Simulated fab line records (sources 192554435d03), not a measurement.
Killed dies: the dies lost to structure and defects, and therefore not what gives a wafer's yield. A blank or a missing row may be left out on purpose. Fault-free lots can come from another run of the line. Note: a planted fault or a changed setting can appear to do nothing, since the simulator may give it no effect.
fab line records	flow n5_finfet
record: lots: 24	wafers: 72	last_day: 17
route steps=1938 shown BEOL_M2@892 BEOL_M3@955
lots that met no fault: from a run of the same line without faults
start_h: hours from the record's first day to the start of the lot's first wafer shown	wait_h: time in hours since the lot's previous step	" as in the row above	L1.1+2: several wafers, shown together as one row	- no value, or no start given	* or withheld: withheld	< > ~ a bound
route shown NAME@n: a module of which the file shows steps, and the number in the route of the first	usual: mean and standard deviation over wafers with no fault	same: alike in all rows	chamber/n: place in a boat	sites: each site's reading	_std_site: the standard deviation of these	_edge_site: mean of outer sites minus mean of inner sites	radius_mm: how far each site lies from the wafer's centre	mask NAME#n: copy n	behind: the most recent tool/chamber to have shaped the wafer	hold: reason for holding the lot/hours on hold/outcome of the hold	device: the n, p or np transistor that did not switch	end of line: tests run on the same wafers once the route is complete	step lacking rows: just its recipe	killed: not the wafer's yield, but the dies lost to structure and defects at the first sort	map: shows each die of a wafer: x if killed, . if not, _ if none is there
set.NAME: the setting that was run; set.NAME@STEP: the one run at that earlier step	model.NAME: the simulator's own value behind a step, which no gauge read
a sample of lots followed through the steps of the route, with each step as a table and each wafer as a row
services: a tool's chamber out of use, with start hour (start_h, from the record's first day; less than 0 if before it), hours out, and reason
== steps ==
step: N5_BEOL_M2_STRIP_97
recipe: chemistry: N2/H2	time_s: 10	power_w: 450	temp_c: 40	pressure_mtorr: 20	rf_frequency_hz: 6e+07	bias_power_w: 7	n2_flow_sccm: 200	h2_flow_sccm: 200
usual: drypump_motor_current_A: 5.3/0.48	oes_product_au: 0.78/0.1	rf_vpp_V: 59.1/0.87	showerhead_plenum_p_Torr: 2.52/0.086	throttle_valve_pct: 23.6/0.31
lot.wafer	tool	chamber	start_h	wait_h	drypump_motor_current_A	oes_product_au	rf_hours_counter_h	rf_vpp_V	showerhead_plenum_p_Torr	throttle_valve_pct
L074.3	rie_diel-05	2	-	-	5.2	0.85	53	61.3	2.57	23.0
L074.4	"	1	"	"	6.4	0.76	-	58.3	2.46	23.9
L074.5	"	2	"	"	5.2	0.85	-	58.5	2.57	23.0
L075.2	rie_diel-05	1	-	-	6.5	0.75	160	59.3	2.46	23.9
L075.4	"	1	"	"	6.4	0.74	-	57.7	2.46	24.0
L075.6	"	2	"	"	5.2	0.85	-	58.8	2.57	23.0
L077.1	rie_diel-01	3	-	-	4.9	0.67	234	58.7	2.51	23.4
L077.2	"	1	"	"	4.7	0.74	186	58.5	2.62	23.7
L077.5	"	3	"	"	4.9	0.67	-	59.0	2.51	23.4
L076.2	rie_diel-04	1	-	-	5.4	0.67	247	58.5	2.39	23.7
L076.5	"	0	"	"	5.5	0.68	-	57.4	2.50	24.2
L076.6	"	3	"	"	4.8	0.71	-	59.7	2.61	23.9
L078.1	rie_diel-04	3	-	-	4.8	0.70	191	58.9	2.61	23.9
L078.2	"	2	"	"	5.3	0.72	182	57.8	2.45	23.7
L078.6	"	0	"	"	5.5	0.68	-	58.9	2.50	24.2
L080.1	rie_diel-04	2	-	-	5.3	0.72	186	59.5	2.44	23.7
L080.3	"	3	"	"	4.9	0.70	195	59.1	2.61	23.9
L080.5	"	1	"	"	5.3	0.66	-	58.2	2.39	23.7
L079.1	rie_diel-04	0	-	-	5.5	0.68	249	60.4	2.50	24.2
L079.4	"	0	"	"	5.4	0.67	-	58.6	2.50	24.2
L079.5	"	3	"	"	4.9	0.69	-	58.9	2.61	23.9
L081.2	rie_diel-05	0	-	-	5.9	0.93	12	60.0	2.50	23.2
L081.4	"	3	"	"	4.9	0.72	188	57.5	2.42	23.6
L081.6	"	2	"	"	5.2	0.83	-	60.7	2.56	23.0
L082.1	rie_diel-01	3	-	-	4.9	0.67	247	58.2	2.51	23.5
L082.2	"	2	"	"	6.3	0.69	244	59.8	2.51	23.7
L082.6	"	0	"	"	4.9	0.93	-	59.7	2.46	23.3
L083.3	rie_diel-04	3	-	-	4.9	0.69	211	59.5	2.60	23.9
L083.5	"	3	"	"	4.9	0.68	-	59.8	2.60	23.9
L083.6	"	1	"	"	5.3	0.94	-	60.5	2.70	23.6
L085.1	rie_diel-05	3	-	-	4.9	0.72	195	59.0	2.42	23.6
L085.3	"	2	"	"	5.2	0.83	74	59.3	2.56	23.0
L085.6	"	0	"	"	5.9	0.91	-	60.4	2.50	23.2
L084.2	rie_diel-04	1	-	-	5.3	0.93	12	60.7	2.70	23.6
L084.3	"	2	"	"	5.3	0.70	204	59.2	2.44	23.7
L084.6	"	1	"	"	5.3	0.93	-	58.8	2.70	23.6
L086.1	rie_diel-04	1	-	-	5.4	0.92	14	58.9	2.70	23.6
L086.2	"	3	"	"	4.9	0.69	214	58.4	2.60	23.9
L086.5	"	2	"	"	5.3	0.70	-	58.5	2.44	23.7
L087.1	rie_diel-01	1	-	-	4.7	0.72	213	58.3	2.61	23.8
L087.4	"	3	"	"	4.9	0.99	-	60.2	2.51	23.3
L087.6	"	0	"	"	4.9	0.89	-	58.0	2.46	23.3
L089.2	rie_diel-04	3	-	-	4.9	0.68	220	59.9	2.60	23.9
L089.5	"	1	"	"	5.3	0.92	-	59.1	2.70	23.7
L089.6	"	2	"	"	5.3	0.70	-	58.5	2.43	23.7
L088.1	rie_diel-05	2	-	-	5.2	0.81	81	60.1	2.55	23.0
L088.3	"	3	"	"	4.9	0.72	201	59.5	2.41	23.6
L088.6	"	0	"	"	5.9	0.90	-	59.1	2.50	23.2
L090.2	rie_diel-01	3	-	-	4.9	0.96	9	59.9	2.50	23.3
L090.5	"	3	"	"	4.9	0.96	-	58.8	2.50	23.3
L090.6	"	2	"	"	6.3	0.99	-	58.2	2.50	23.5
L091.4	rie_diel-04	2	-	-	5.3	0.69	218	59.8	2.43	23.7
L091.5	"	2	"	"	5.3	0.69	-	58.7	2.43	23.7
L091.6	"	3	"	"	4.9	0.68	-	59.5	2.60	23.9
L092.2	rie_diel-05	0	-	-	5.9	0.87	36	58.9	2.49	23.2
L092.3	"	2	"	"	5.2	0.81	92	60.0	2.55	23.0
L092.5	"	2	"	"	5.2	0.81	-	60.2	2.55	23.0
L093.3	rie_diel-05	3	-	-	4.9	0.72	214	58.7	2.41	23.6
L093.5	"	3	"	"	4.9	0.71	-	60.0	2.41	23.7
L093.6	"	2	"	"	5.2	0.81	-	57.9	2.55	23.0
L094.1	rie_diel-04	3	-	-	4.9	0.68	232	60.1	2.59	23.9
L094.3	"	1	"	"	5.4	0.90	29	59.6	2.70	23.7
L094.5	"	1	"	"	5.3	0.90	-	60.9	2.70	23.7
L096.3	rie_diel-04	1	-	-	5.3	0.89	34	58.2	2.69	23.7
L096.5	"	1	"	"	5.3	0.90	-	60.9	2.69	23.7
L096.6	"	0	"	"	5.5	0.93	-	57.9	2.49	23.9
L095.3	rie_diel-05	3	-	-	4.9	0.70	220	58.2	2.41	23.6
L095.4	"	3	"	"	4.9	0.70	-	58.9	2.41	23.6
L095.5	"	2	"	"	5.2	0.80	-	58.6	2.55	23.1
L097.1	rie_diel-01	0	-	-	4.9	0.87	47	59.3	2.45	23.4
L097.2	"	1	"	"	4.7	0.71	234	58.5	2.60	23.8
L097.6	"	1	"	"	4.8	0.71	-	59.3	2.60	23.8
step: N5_BEOL_M2_CD_MEAS_35
recipe: target_cd_nm: 18	target_cd_y_nm: 22.2	polarity: opening
usual: cd_nm: 17.9/0.37
lot.wafer	tool	chamber	start_h	wait_h	cd_nm
L074.3	cd_sem-01	-	138.87	0.0	18.0
L074.4	"	-	"	"	17.6
L074.5	"	-	"	"	17.3
L075.2	cd_sem-03	-	141.87	0.0	17.9
L075.4	"	-	"	"	18.1
L075.6	"	-	"	"	17.8
L077.1	cd_sem-02	-	151.36	0.0	17.7
L077.2	"	-	"	"	17.6
L077.5	"	-	"	"	17.5
L076.2	cd_sem-02	-	151.45	0.0	17.7
L076.5	"	-	"	"	18.2
L076.6	"	-	"	"	17.9
L078.1	cd_sem-01	-	155.41	0.0	18.0
L078.2	"	-	"	"	18.0
L078.6	"	-	"	"	17.2
L080.1	cd_sem-01	-	165.55	0.0	17.6
L080.3	"	-	"	"	17.9
L080.5	"	-	"	"	17.6
L079.1	cd_sem-01	-	170.75	0.0	18.4
L079.4	"	-	"	"	18.1
L079.5	"	-	"	"	17.7
L081.2	cd_sem-02	-	180.15	0.0	18.3
L081.4	"	-	"	"	18.1
L081.6	"	-	"	"	18.1
L082.1	cd_sem-01	-	189.60	0.0	18.1
L082.2	"	-	"	"	17.2
L082.6	"	-	"	"	18.0
L083.3	cd_sem-01	-	198.48	0.0	17.7
L083.5	"	-	"	"	18.0
L083.6	"	-	"	"	17.6
L085.1	cd_sem-02	-	201.56	0.0	18.4
L085.3	"	-	"	"	17.7
L085.6	"	-	"	"	17.5
L084.2	cd_sem-03	-	201.89	0.0	18.2
L084.3	"	-	"	"	18.4
L084.6	"	-	"	"	17.8
L086.1	cd_sem-02	-	207.72	0.0	18.8
L086.2	"	-	"	"	17.9
L086.5	"	-	"	"	18.5
L087.1	cd_sem-01	-	216.67	0.0	18.2
L087.4	"	-	"	"	17.5
L087.6	"	-	"	"	18.0
L089.2	cd_sem-03	-	222.38	0.0	17.3
L089.5	"	-	"	"	17.3
L089.6	"	-	"	"	18.0
L088.1	cd_sem-03	-	222.44	0.0	18.3
L088.3	"	-	"	"	18.3
L088.6	"	-	"	"	17.7
L090.2	cd_sem-03	-	234.19	0.0	17.8
L090.5	"	-	"	"	17.8
L090.6	"	-	"	"	17.5
L091.4	cd_sem-02	-	239.61	0.0	17.3
L091.5	"	-	"	"	17.5
L091.6	"	-	"	"	17.6
L092.2	cd_sem-01	-	254.62	0.0	17.4
L092.3	"	-	"	"	17.4
L092.5	"	-	"	"	17.4
L093.3	cd_sem-02	-	256.92	0.0	17.6
L093.5	"	-	"	"	18.4
L093.6	"	-	"	"	18.2
L094.1	cd_sem-02	-	257.18	0.0	17.7
L094.3	"	-	"	"	17.6
L094.5	"	-	"	"	18.1
L096.3	cd_sem-01	-	269.41	0.0	17.3
L096.5	"	-	"	"	17.9
L096.6	"	-	"	"	17.9
L095.3	cd_sem-01	-	269.60	0.0	18.0
L095.4	"	-	"	"	18.3
L095.5	"	-	"	"	17.8
L097.1	cd_sem-02	-	275.92	0.0	18.5
L097.2	"	-	"	"	17.8
L097.6	"	-	"	"	17.8
step: N5_BEOL_M2_DEGAS_44
recipe: ambient: vacuum	temp_c: 250	time_s: 60
usual: heater_power_w: 323/26
lot.wafer	tool	chamber	start_h	wait_h	heater_power_w
L074.3	pvd_sputter-03	-	139.29	0.4	322
L074.4	"	-	"	"	307
L074.5	"	-	"	"	291
L075.2	pvd_sputter-01	-	143.25	1.4	362
L075.4	"	-	"	"	306
L075.6	"	-	"	"	375
L077.1	pvd_sputter-03	-	151.82	0.5	322
L077.2	"	-	"	"	289
L077.5	"	-	"	"	288
L076.2	pvd_sputter-03	-	151.98	0.5	294
L076.5	"	-	"	"	294
L076.6	"	-	"	"	322
L078.1	pvd_sputter-03	-	155.53	0.1	330
L078.2	"	-	"	"	326
L078.6	"	-	"	"	330
L080.1	pvd_sputter-03	-	165.59	0.0	327
L080.3	"	-	"	"	314
L080.5	"	-	"	"	315
L079.1	pvd_sputter-02	-	171.18	0.4	336
L079.4	"	-	"	"	289
L079.5	"	-	"	"	314
L081.2	pvd_sputter-03	-	180.39	0.2	288
L081.4	"	-	"	"	329
L081.6	"	-	"	"	335
L082.1	pvd_sputter-01	-	190.00	0.4	383
L082.2	"	-	"	"	313
L082.6	"	-	"	"	321
L083.3	pvd_sputter-02	-	198.88	0.4	335
L083.5	"	-	"	"	324
L083.6	"	-	"	"	286
L085.1	pvd_sputter-02	-	201.67	0.1	291
L085.3	"	-	"	"	336
L085.6	"	-	"	"	288
L084.2	pvd_sputter-03	-	202.21	0.3	314
L084.3	"	-	"	"	303
L084.6	"	-	"	"	289
L086.1	pvd_sputter-03	-	208.71	1.0	334
L086.2	"	-	"	"	286
L086.5	"	-	"	"	325
L087.1	pvd_sputter-02	-	217.14	0.5	315
L087.4	"	-	"	"	349
L087.6	"	-	"	"	349
L089.2	pvd_sputter-01	-	222.67	0.3	320
L089.5	"	-	"	"	303
L089.6	"	-	"	"	387
L088.1	pvd_sputter-02	-	222.75	0.3	335
L088.3	"	-	"	"	318
L088.6	"	-	"	"	323
L090.2	pvd_sputter-01	-	234.62	0.4	379
L090.5	"	-	"	"	319
L090.6	"	-	"	"	370
L091.4	pvd_sputter-02	-	239.98	0.4	281
L091.5	"	-	"	"	287
L091.6	"	-	"	"	337
L092.2	pvd_sputter-03	-	254.86	0.2	308
L092.3	"	-	"	"	290
L092.5	"	-	"	"	313
L093.3	pvd_sputter-01	-	257.34	0.4	296
L093.5	"	-	"	"	371
L093.6	"	-	"	"	318
L094.1	pvd_sputter-01	-	257.46	0.3	388
L094.3	"	-	"	"	314
L094.5	"	-	"	"	377
L096.3	pvd_sputter-03	-	269.74	0.3	306
L096.5	"	-	"	"	318
L096.6	"	-	"	"	332
L095.3	pvd_sputter-02	-	269.91	0.3	344
L095.4	"	-	"	"	327
L095.5	"	-	"	"	287
L097.1	pvd_sputter-03	-	276.16	0.2	284
L097.2	"	-	"	"	313
L097.6	"	-	"	"	344
step: N5_BEOL_M2_SURFACE_TREAT_85
recipe: gas: Ar	time_s: *	ion_energy_ev: *	ion_current_ma_cm2: 0.5	pressure_mtorr: *	ar_flow_sccm: 30
usual: ar_flow_sccm: 30.01/0.094	throttle_valve_pct: *
lot.wafer	tool	chamber	start_h	wait_h	ar_flow_sccm	throttle_valve_pct
L074.3	pvd_sputter-01	-	139.78	0.3	29.91	*
L074.4	"	-	"	"	29.92	*
L074.5	"	-	"	"	29.78	*
L075.2	pvd_sputter-01	-	143.61	0.2	30.06	*
L075.4	"	-	"	"	29.95	*
L075.6	"	-	"	"	30.00	*
L077.1	pvd_sputter-02	-	152.22	0.2	29.86	*
L077.2	"	-	"	"	30.04	*
L077.5	"	-	"	"	29.87	*
L076.2	pvd_sputter-01	-	152.43	0.2	29.81	*
L076.5	"	-	"	"	29.96	*
L076.6	"	-	"	"	30.09	*
L078.1	pvd_sputter-02	-	157.69	1.6	29.92	*
L078.2	"	-	"	"	30.00	*
L078.6	"	-	"	"	29.87	*
L080.1	pvd_sputter-01	-	165.95	0.2	30.18	*
L080.3	"	-	"	"	30.12	*
L080.5	"	-	"	"	29.79	*
L079.1	pvd_sputter-01	-	171.53	0.1	30.13	*
L079.4	"	-	"	"	30.03	*
L079.5	"	-	"	"	30.05	*
L081.2	pvd_sputter-03	-	180.74	0.1	30.07	*
L081.4	"	-	"	"	30.01	*
L081.6	"	-	"	"	29.99	*
L082.1	pvd_sputter-01	-	190.34	0.1	29.91	*
L082.2	"	-	"	"	30.13	*
L082.6	"	-	"	"	29.99	*
L083.3	pvd_sputter-02	-	199.38	0.2	30.06	*
L083.5	"	-	"	"	30.04	*
L083.6	"	-	"	"	29.94	*
L085.1	pvd_sputter-01	-	202.00	0.1	30.16	*
L085.3	"	-	"	"	30.04	*
L085.6	"	-	"	"	30.23	*
L084.2	pvd_sputter-01	-	202.56	0.1	29.95	*
L084.3	"	-	"	"	30.00	*
L084.6	"	-	"	"	30.04	*
L086.1	pvd_sputter-03	-	209.17	0.3	30.02	*
L086.2	"	-	"	"	30.05	*
L086.5	"	-	"	"	29.91	*
L087.1	pvd_sputter-02	-	217.47	0.1	30.01	*
L087.4	"	-	"	"	30.05	*
L087.6	"	-	"	"	30.02	*
L089.2	pvd_sputter-02	-	223.04	0.2	30.00	*
L089.5	"	-	"	"	29.95	*
L089.6	"	-	"	"	29.98	*
L088.1	pvd_sputter-01	-	223.08	0.1	30.16	*
L088.3	"	-	"	"	29.97	*
L088.6	"	-	"	"	30.13	*
L090.2	pvd_sputter-03	-	234.95	0.1	29.86	*
L090.5	"	-	"	"	30.02	*
L090.6	"	-	"	"	30.18	*
L091.4	pvd_sputter-02	-	240.46	0.2	30.07	*
L091.5	"	-	"	"	30.13	*
L091.6	"	-	"	"	30.11	*
L092.2	pvd_sputter-03	-	255.42	0.3	29.90	*
L092.3	"	-	"	"	29.98	*
L092.5	"	-	"	"	29.87	*
L093.3	pvd_sputter-02	-	257.74	0.1	30.11	*
L093.5	"	-	"	"	30.00	*
L093.6	"	-	"	"	29.92	*
L094.1	pvd_sputter-02	-	258.01	0.4	30.01	*
L094.3	"	-	"	"	29.96	*
L094.5	"	-	"	"	30.03	*
L096.3	pvd_sputter-03	-	270.09	0.1	30.01	*
L096.5	"	-	"	"	30.02	*
L096.6	"	-	"	"	29.86	*
L095.3	pvd_sputter-02	-	270.39	0.2	30.10	*
L095.4	"	-	"	"	30.02	*
L095.5	"	-	"	"	29.94	*
L097.1	pvd_sputter-03	-	276.52	0.1	29.94	*
L097.2	"	-	"	"	29.99	*
L097.6	"	-	"	"	29.98	*
step: N5_BEOL_M2_SPUTTER_86
recipe: material: Cu	target_thk_a: 45	temp_c: -20	chamber_pressure_pa: 0.07	power_w: withheld	time_s: 8.29
usual: throttle_valve_pct: 30.1/0.99
lot.wafer	tool	chamber	start_h	wait_h	throttle_valve_pct
L074.3	pvd_sputter-03	-	140.75	0.1	30.3
L074.4	"	-	"	"	28.4
L074.5	"	-	"	"	28.5
L075.2	pvd_sputter-02	-	144.56	0.1	31.7
L075.4	"	-	"	"	31.0
L075.6	"	-	"	"	29.6
L077.1	pvd_sputter-02	-	153.14	0.1	31.8
L077.2	"	-	"	"	29.6
L077.5	"	-	"	"	31.4
L076.2	pvd_sputter-03	-	153.34	0.1	30.2
L076.5	"	-	"	"	28.2
L076.6	"	-	"	"	29.9
L078.1	pvd_sputter-03	-	158.61	0.1	29.8
L078.2	"	-	"	"	30.0
L078.6	"	-	"	"	28.7
L080.1	pvd_sputter-01	-	168.49	0.1	29.1
L080.3	"	-	"	"	28.9
L080.5	"	-	"	"	30.9
L079.1	pvd_sputter-02	-	172.52	0.1	30.8
L079.4	"	-	"	"	31.0
L079.5	"	-	"	"	30.5
L081.2	pvd_sputter-01	-	181.62	0.1	29.5
L081.4	"	-	"	"	30.9
L081.6	"	-	"	"	31.5
L082.1	pvd_sputter-01	-	191.50	0.1	31.2
L082.2	"	-	"	"	29.4
L082.6	"	-	"	"	31.1
L083.3	pvd_sputter-01	-	200.36	0.1	29.5
L083.5	"	-	"	"	31.3
L083.6	"	-	"	"	31.5
L085.1	pvd_sputter-02	-	203.01	0.1	30.3
L085.3	"	-	"	"	31.0
L085.6	"	-	"	"	30.2
L084.2	pvd_sputter-03	-	203.51	0.1	30.2
L084.3	"	-	"	"	29.4
L084.6	"	-	"	"	30.4
L086.1	pvd_sputter-03	-	210.13	0.1	30.2
L086.2	"	-	"	"	28.6
L086.5	"	-	"	"	30.4
L087.1	pvd_sputter-01	-	218.45	0.1	31.5
L087.4	"	-	"	"	29.2
L087.6	"	-	"	"	28.8
L089.2	pvd_sputter-03	-	223.93	0.1	30.1
L089.5	"	-	"	"	28.3
L089.6	"	-	"	"	29.9
L088.1	pvd_sputter-02	-	224.11	0.1	31.6
L088.3	"	-	"	"	31.0
L088.6	"	-	"	"	31.5
L090.2	pvd_sputter-03	-	235.83	0.1	30.2
L090.5	"	-	"	"	30.2
L090.6	"	-	"	"	28.5
L091.4	pvd_sputter-02	-	241.34	0.1	31.3
L091.5	"	-	"	"	30.8
L091.6	"	-	"	"	29.4
L092.2	pvd_sputter-03	-	256.36	0.1	30.0
L092.3	"	-	"	"	29.4
L092.5	"	-	"	"	30.1
L093.3	pvd_sputter-03	-	258.72	0.1	30.3
L093.5	"	-	"	"	29.9
L093.6	"	-	"	"	29.6
L094.1	pvd_sputter-02	-	259.44	0.1	29.7
L094.3	"	-	"	"	31.0
L094.5	"	-	"	"	29.5
L096.3	pvd_sputter-03	-	271.06	0.1	29.5
L096.5	"	-	"	"	29.9
L096.6	"	-	"	"	28.4
L095.3	pvd_sputter-01	-	272.78	0.1	29.2
L095.4	"	-	"	"	29.2
L095.5	"	-	"	"	31.0
L097.1	pvd_sputter-01	-	277.67	0.1	31.4
L097.2	"	-	"	"	29.1
L097.6	"	-	"	"	28.8
step: N5_BEOL_M3_STRIP_19
recipe: chemistry: O2	power_w: 400	temp_c: 40	pressure_mtorr: 30	rf_frequency_hz: 6e+07	bias_power_w: 0	overash_fraction: 0.2	o2_flow_sccm: 225
usual: drypump_motor_current_A: 5.90/0.27	oes_product_au: 0.76/0.079	rf_vpp_V: 3.6/0.48	showerhead_plenum_p_Torr: 2.11/0.055	throttle_valve_pct: 16.69/0.27
lot.wafer	tool	chamber	start_h	wait_h	drypump_motor_current_A	oes_product_au	rf_hours_counter_h	rf_vpp_V	showerhead_plenum_p_Torr	throttle_valve_pct
L074.3	rie_diel-02	2	144.66	0.1	5.96	0.75	154	3.1	2.11	16.54
L074.4	"	1	"	"	5.97	0.85	-	3.4	2.19	16.27
L074.5	"	2	"	"	5.95	0.76	-	3.2	2.11	16.55
L075.2	rie_diel-06	2	148.72	0.1	6.04	0.71	189	2.6	2.10	16.83
L075.4	"	1	"	"	6.48	0.88	45	3.5	2.13	16.29
L075.6	"	3	"	"	5.78	0.71	-	4.4	2.09	17.05
L077.1	rie_diel-03	2	158.68	0.1	6.03	0.82	79	3.9	2.10	16.52
L077.2	"	0	"	"	5.75	0.76	160	3.2	2.02	16.77
L077.5	"	0	"	"	5.73	0.77	-	4.0	2.02	16.78
L076.2	rie_diel-03	3	158.98	0.1	5.83	0.71	217	3.7	2.17	16.67
L076.5	"	1	"	"	5.49	0.70	-	3.8	2.06	16.94
L076.6	"	0	"	"	5.74	0.76	-	3.0	2.02	16.77
L078.1	rie_diel-02	2	163.10	0.2	5.97	0.75	160	3.2	2.11	16.56
L078.2	"	1	"	"	5.97	0.84	58	4.0	2.19	16.28
L078.6	"	2	"	"	5.97	0.74	-	3.6	2.11	16.56
L080.1	rie_diel-03	3	172.13	0.1	5.83	0.70	221	3.3	2.17	16.70
L080.3	"	2	"	"	6.03	0.81	82	3.7	2.10	16.52
L080.5	"	0	"	"	5.73	0.76	-	3.6	2.02	16.77
L079.1	rie_diel-02	3	179.42	0.1	6.14	0.93	9	3.3	2.06	16.33
L079.4	"	0	"	"	5.50	0.93	17	3.7	2.04	16.35
L079.5	"	2	"	"	5.99	0.74	-	3.7	2.11	16.55
L081.2	rie_diel-06	3	187.32	0.1	5.77	0.70	216	3.5	2.09	17.08
L081.4	"	1	"	"	6.48	0.85	57	2.7	2.13	16.31
L081.6	"	0	"	"	5.78	0.71	-	3.8	2.20	16.87
L082.1	rie_diel-06	3	195.37	0.1	5.76	0.70	217	3.8	2.09	17.05
L082.2	"	0	"	"	5.77	0.70	176	3.5	2.20	16.89
L082.6	"	0	"	"	5.81	0.71	-	3.4	2.20	16.88
L083.3	rie_diel-03	0	205.77	0.2	5.77	0.75	174	3.5	2.01	16.80
L083.5	"	3	"	"	5.84	0.69	-	3.1	2.17	16.69
L083.6	"	2	"	"	6.04	0.80	-	3.3	2.10	16.53
L085.1	rie_diel-03	2	208.24	0.1	6.04	0.79	93	4.2	2.10	16.55
L085.3	"	1	"	"	5.45	0.69	213	3.5	2.06	16.98
L085.6	"	2	"	"	6.06	0.80	-	2.7	2.10	16.54
L084.2	rie_diel-03	2	208.31	0.1	6.03	0.79	93	4.5	2.10	16.54
L084.3	"	0	"	"	5.73	0.74	175	3.1	2.01	16.79
L084.6	"	2	"	"	6.01	0.78	-	3.8	2.10	16.55
L086.1	rie_diel-02	2	214.62	0.1	5.96	0.73	178	3.6	2.11	16.58
L086.2	"	0	"	"	5.49	0.91	29	4.0	2.04	16.37
L086.5	"	1	"	"	5.97	0.82	-	3.8	2.19	16.30
L087.1	rie_diel-06	1	222.67	0.1	6.51	0.85	67	3.5	2.12	16.32
L087.4	"	0	"	"	5.78	0.71	185	3.9	2.20	16.91
L087.6	"	3	"	"	5.74	0.70	-	3.8	2.09	17.07
L089.2	rie_diel-02	0	229.05	0.2	5.53	0.90	32	3.8	2.04	16.39
L089.5	"	0	"	"	5.52	0.89	-	3.7	2.04	16.38
L089.6	"	3	"	"	6.15	0.89	-	4.4	2.06	16.39
L088.1	rie_diel-06	0	229.26	0.2	5.78	0.70	188	4.0	2.20	16.89
L088.3	"	2	"	"	6.02	0.70	212	4.0	2.09	16.86
L088.6	"	2	"	"	6.03	0.70	-	3.2	2.09	16.88
L090.2	rie_diel-03	1	240.01	0.2	5.50	0.69	223	3.5	2.06	17.00
L090.5	"	1	"	"	5.47	0.68	-	3.2	2.06	17.00
L090.6	"	2	"	"	6.06	0.78	-	3.4	2.09	16.55
L091.4	rie_diel-03	2	248.54	0.1	6.05	0.78	-	3.8	2.09	16.57
L091.5	"	3	"	"	5.79	0.69	-	4.4	2.16	16.72
L091.6	"	1	"	"	5.46	0.68	-	3.5	2.05	16.99
L092.2	rie_diel-06	0	261.97	0.1	5.79	0.70	198	3.5	2.19	16.93
L092.3	"	1	"	"	6.51	0.83	79	3.6	2.12	16.34
L092.5	"	3	"	"	5.78	0.70	-	3.7	2.08	17.10
L093.3	rie_diel-06	1	262.85	0.1	6.49	0.84	79	4.0	2.12	16.35
L093.5	"	0	"	"	5.80	0.70	-	3.6	2.19	16.92
L093.6	"	1	"	"	6.49	0.83	-	3.9	2.12	16.35
L094.1	rie_diel-06	0	263.08	0.1	5.78	0.69	198	3.7	2.19	16.92
L094.3	"	2	"	"	6.02	0.69	222	3.5	2.08	16.90
L094.5	"	0	"	"	5.78	0.69	-	3.4	2.19	16.93
L096.3	rie_diel-06	2	276.71	0.1	6.03	0.68	227	3.7	2.08	16.88
L096.5	"	3	"	"	5.78	0.69	-	3.6	2.08	17.09
L096.6	"	0	"	"	5.79	0.70	-	4.8	2.19	16.94
L095.3	rie_diel-02	2	277.15	0.1	5.96	0.72	197	3.5	2.10	16.63
L095.4	"	3	"	"	6.16	0.85	40	3.6	2.05	16.40
L095.5	"	3	"	"	6.12	0.86	-	3.3	2.05	16.40
L097.1	rie_diel-06	2	283.04	0.1	6.02	0.69	227	3.5	2.08	16.90
L097.2	"	0	"	"	5.78	0.69	204	3.1	2.19	16.95
L097.6	"	1	"	"	6.46	0.82	-	3.5	2.12	16.36
== services ==
tool	chamber	start_h	hours	kind
rie_diel-05	0	119.05	-	clean
rie_diel-05	0	119.05	-	consumable_replace:focus_ring
rie_diel-05	0	119.05	23.4	scheduled_down
rie_diel-05	0	119.05	23.4	vent_cycle
rie_diel-05	2	120.99	4.6	repair
pvd_sputter-01	-	144.28	0.7	repair
rie_diel-04	1	152.74	6.5	repair
rie_diel-04	1	165.36	-	clean
rie_diel-04	1	165.36	-	consumable_replace:focus_ring
rie_diel-04	1	165.36	-	consumable_replace:showerhead
rie_diel-04	1	165.36	12.3	scheduled_down
rie_diel-04	1	165.36	12.3	vent_cycle
pvd_sputter-02	-	177.09	4.0	repair
rie_diel-04	0	177.71	-	clean
rie_diel-04	0	177.71	-	consumable_replace:focus_ring
rie_diel-04	0	177.71	25.2	scheduled_down
rie_diel-04	0	177.71	25.2	vent_cycle
rie_diel-03	-	220.73	0.9	repair
rie_diel-02	3	229.20	1.3	repair
rie_diel-03	0	237.94	16.9	repair
rie_diel-04	-	240.99	2.6	repair
rie_diel-05	1	254.24	8.0	repair
rie_diel-01	0	269.87	1.4	repair
rie_diel-05	-	282.41	10.9	repair
== key ==
fault none
